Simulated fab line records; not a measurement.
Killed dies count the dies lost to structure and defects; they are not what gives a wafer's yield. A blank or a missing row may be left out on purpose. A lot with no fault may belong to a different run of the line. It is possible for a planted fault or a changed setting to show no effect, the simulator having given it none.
Matching of chambers + flow nandHarc + NHARC_P_BONDPAD_ETCH_37 on rieDiel-06 has 4 sister chambers
The step etches the open film in N2/H2, target depth 60 nm, overetch 18 nm, time 65.91 s. 4 wafers are shown with their chamber, then 12 later ones without.

EACH WAFER AND ITS CHAMBER
| wafer  | chamber | drypumpMotorCurrentA (A) |
|--------|---------|--------------------------|
| L085.3 | 2       | 5.6                      |
| L086.2 | 1       | 6.5                      |
| L086.3 | 0       | 5.2                      |
| L086.5 | 3       | 6.0                      |

WAFERS WITHOUT THEIR CHAMBER
| wafer  | drypumpMotorCurrentA (A) |
|--------|--------------------------|
| L089.2 | 5.5                      |
| L089.5 | 6.0                      |
| L089.6 | 5.2                      |
| L094.2 | 6.0                      |
| L094.3 | 6.5                      |
| L094.6 | 5.6                      |
| L095.1 | 5.6                      |
| L095.2 | 6.5                      |
| L095.4 | 5.2                      |
| L096.1 | 5.5                      |
| L096.2 | 6.5                      |
| L096.6 | 6.5                      |

CHAMBER TAKEN BY EACH
| wafer  | from the rows above | in truth |
|--------|---------------------|----------|
| L089.2 | 2                   | 2        |
| L089.5 | 3                   | 3        |
| L089.6 | 0                   | 0        |
| L094.2 | 3                   | 3        |
| L094.3 | 1                   | 1        |
| L094.6 | 2                   | 2        |
| L095.1 | 2                   | 2        |
| L095.2 | 1                   | 1        |
| L095.4 | 0                   | 0        |
| L096.1 | 2                   | 2        |
| L096.2 | 1                   | 1        |
| L096.6 | 1                   | 1        |
12 of 12 placed correctly. From these rows, 0 cannot be placed. Placed wrongly: 0.
How it was worked out, from the rows above alone: a wafer's distance from a chamber is the root of the sum, over the readings, of the square of ((its reading less the chamber's mean) divided by the reading's scatter). The wafer belongs to the nearest chamber; if the next one is less than 2 further off, it can't be placed. A chamber's mean is the mean of its shown wafers. The scatter (one wafer shown for each chamber): square how far every hidden wafer sits from the nearest shown wafer, average those squares and take the square root.
